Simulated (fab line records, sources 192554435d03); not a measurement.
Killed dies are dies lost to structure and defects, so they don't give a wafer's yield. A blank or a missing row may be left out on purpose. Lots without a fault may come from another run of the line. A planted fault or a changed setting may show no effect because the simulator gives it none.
Chamber matching | flow n5_finfet | N5_BEOL_M11_ALD_74 on ald_metal-03: 4 sister chambers
The step deposits TaN, target thk 2 nm, pulse time 2 s, purge time 3 s. 8 wafers are shown with their chamber, then 7 later ones without.

WAFERS WITH THEIR CHAMBER
wafer  | chamber | heater_power_w (W) | susceptor_temp_C (C)
L074.1 | 3       | 437                | 275.04
L074.6 | 0       | 423                | 274.97
L079.3 | 0       | 431                | 274.84
L079.6 | 2       | 372                | 274.85
L082.2 | 2       | 366                | 275.09
L082.5 | 1       | 414                | 275.22
L088.1 | 1       | 410                | 275.10
L088.3 | 3       | 442                | 275.05

WAFERS WITHOUT THEIR CHAMBER
wafer  | heater_power_w (W) | susceptor_temp_C (C)
L088.4 | 423                | 274.94
L096.1 | 419                | 275.17
L096.2 | 372                | 275.20
L096.3 | 399                | 275.02
L096.4 | 443                | 275.11
L096.5 | 447                | 274.97
L096.6 | 418                | 274.71

WHICH CHAMBER EACH WENT THROUGH
wafer  | from the rows above     | in truth
L088.4 | 0                       | 0
L096.1 | can't be placed: 1 or 0 | 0
L096.2 | 2                       | 2
L096.3 | 1                       | 1
L096.4 | 3                       | 3
L096.5 | 3                       | 3
L096.6 | can't be placed: 0 or 1 | 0
Placed correctly: 5 of 7. Can't be placed from these rows: 2 (the true chamber is among the candidates in 2). Placed wrongly: 0.
How it was worked out, from the rows above alone: a wafer's distance from a chamber is the root of the sum, over the readings, of the square of ((its reading less the chamber's mean) divided by the reading's scatter). The wafer belongs to the nearest chamber; if the next one is less than 2 further off, it can't be placed. A chamber's mean is the mean of its shown wafers. The scatter: the root of (the sum of the squares of (reading less its chamber's mean) over the shown wafers, divided by (wafers less chambers)).
